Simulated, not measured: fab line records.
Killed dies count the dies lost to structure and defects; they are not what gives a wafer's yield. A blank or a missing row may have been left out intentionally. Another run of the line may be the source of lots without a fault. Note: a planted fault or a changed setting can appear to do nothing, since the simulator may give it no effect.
Struck lot and sound lot, side by side | flow n5Finfet | 40 out of 1938 route steps
Sound: the wafers L106.1, L106.2, L106.3. Struck: wafer L108.5 (L108.2, L108.6, from the same lot, were not struck and are left out); the cause is given at the end.
Each step with rows lists, per side, the tool, then ch with its chambers, then its first start. Under that, the readings that differ: sound wafers | struck wafers | difference of the means | sigmas: that difference in standard deviations of wafers without a fault.
alike: a reading whose means differ by less than 2 such deviations, as well as words and numbers matching on both sides. not compared: withheld readings; readings where some wafer has no value; bounds like >300 that might hide an equal value; numbers whose values overlap and for which the record gives no deviation.
A row with sigmas, a row that says differs or no value, or rows on one side alone: a step with any of these is where the two part. Numbers that don't overlap but have no deviation are shown without sigmas and don't part them. A reading that every wafer of one side lacks parts them only if that side has two wafers or more.

first, 12 steps without rows for these wafers: N5_HKMG_FIN_DESCUM_53 (chemistry O2, time 7.9 s); N5_HKMG_FIN_ETCH_54 (etches SiARC in CF4, target depth 45.5 nm, time 75.8 s); N5_HKMG_FIN_ETCH_55 (etches SOC in N2/H2, target depth 240 nm, time 300 s); N5_HKMG_FIN_STRIP_56 (strips in N2/H2); N5_HKMG_FIN_STRIP_57 (strips in CF4); N5_HKMG_FIN_ETCH_58 (etches SOC in N2/H2, target depth 215.8 nm, time 741 s); N5_HKMG_FIN_STRIP_93 (strips SOC in N2/H2, time 20 s); N5_HKMG_FIN_WET_ETCH_76 (etches Al2O3 in dNH4OH, stops on La2O3, target depth 2.25 nm, rinse time 30 s); N5_HKMG_FIN_STRIP_60 (strips in N2/H2, time 360 s); N5_HKMG_FIN_WET_ETCH_77 (etches La2O3 in dHCl, stops on HfO2, target depth 2 nm); N5_HKMG_FIN_WET_ETCH_78 (etches Al2O3 in dNH4OH, stops on La2O3, target depth 4.5 nm, rinse time 30 s); N5_HKMG_FIN_ALD_79 (deposits TiN, target thk 1.5 nm, pulse time 1 s, purge time 3 s).
N5_HKMG_FIN_CVD_62: deposits a-Si from Si2H6, target thk 3 nm, time 20.8 s.
  sound on thermalCvdSi-02 ch 0,1,2, day 5 00:56; struck on thermalCvdSi-02 ch 2, day 5 14:08
reading                                  | sound                | struck | difference | sigmas
heaterPowerW (W)                         | 1465 1233 1441       | 1049   | -331       | -3
susceptorTempC (C)                       | 500.05 499.95 499.91 | 468.93 | -31.04     | -99 or more
model.a-Si_of_HKMG_FIN_CVD_62.thkNm (nm) | 3 3.2 3              | 1.4    | -1.7       | 
then, 25 steps without rows for these wafers: N5_HKMG_FIN_RTA_80 (time 2 s); N5_HKMG_FIN_PRECLEAN_64 (cleans in dHF, time 30 s); N5_HKMG_FIN_WET_ETCH_65 (etches a-Si in TMAH, stops on TiN, time 49 s, target depth 3 nm); N5_HKMG_FIN_WET_ETCH_81 (etches TiN in SC1, stops on HfO2, time 57 s, target depth 6 nm); N5_HKMG_FIN_WET_ETCH_82 (etches La2O3 in dHCl, stops on HfO2, target depth 2 nm, rinse time 30 s); N5_HKMG_FIN_ALD_36 (deposits TiN, target thk 1 nm, pulse time 1 s, purge time 3 s); N5_HKMG_FIN_PWFM_ALD_03 (deposits TiN, target thk 2 nm, pulse time 1 s, purge time 3 s); N5_HKMG_FIN_COAT_29 (time 60 s, resist thk 300 nm); N5_HKMG_FIN_COAT_30 (time 60 s, resist thk 35 nm); N5_HKMG_FIN_COAT_06 (resist thk 90 nm); N5_HKMG_FIN_EBR_08; N5_HKMG_FIN_SOFTBAKE_07 (time 60 s); N5_HKMG_FIN_EXPOSE_09 (exposes mask NWFM); N5_HKMG_FIN_PEB_10 (peb time 60 s); N5_HKMG_FIN_DEVELOP_11 (develop time 30 s); N5_HKMG_FIN_DESCUM_17 (chemistry O2, time 7.9 s); N5_HKMG_FIN_ETCH_31 (etches SiARC in CF4, target depth 45.5 nm, time 75.8 s); N5_HKMG_FIN_ETCH_32 (etches SOC in N2/H2, target depth 240 nm, time 300 s); N5_HKMG_FIN_STRIP_33 (strips in N2/H2); N5_HKMG_FIN_STRIP_34 (strips in CF4); N5_HKMG_FIN_ETCH_35 (etches SOC in N2/H2, target depth 215.8 nm, time 243.4 s); N5_HKMG_FIN_STRIP_92 (strips SOC in N2/H2, time 20 s); N5_HKMG_FIN_WET_ETCH_18 (etches TiN in SC1, time 55 s, target depth 5.2 nm, rinse time 30 s); N5_HKMG_FIN_STRIP_19 (strips in N2/H2, time 360 s); N5_HKMG_FIN_ALD_91 (deposits TiN, target thk 1 nm, pulse time 1 s, purge time 3 s).
-- a jump in the record: the struck wafers' starts before and after are 4 days apart (it breaks off in module HKMG_FIN and resumes in module BEOL_M4, where the first step shown is number 1111 of the route) --
N5_BEOL_M4_RC_MEAS_101:
  sound on prober-02 ch 0, day 8 23:53; struck on prober-01 ch 0, day 9 07:14
reading | sound             | struck | difference | sigmas
EOT_P   | 10.53 10.58 10.56 | 10.81  | +0.25      | +3
  alike: DIBL_N, DIBL_P, EOT_N, IOFF_N, IOFF_P, ION_N, ION_P, SS_N, SS_P, VT_N, VT_P
then, 1 step without rows for these wafers: N5_PASSIVATION_PROBE_49.

WHERE THEY PART
First at N5_HKMG_FIN_CVD_62; last, within this record, at N5_BEOL_M4_RC_MEAS_101.

WHY: the cause the simulator had injected
thermalCvdSi-02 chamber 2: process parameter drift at N5_HKMG_FIN_CVD_62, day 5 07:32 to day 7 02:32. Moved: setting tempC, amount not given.
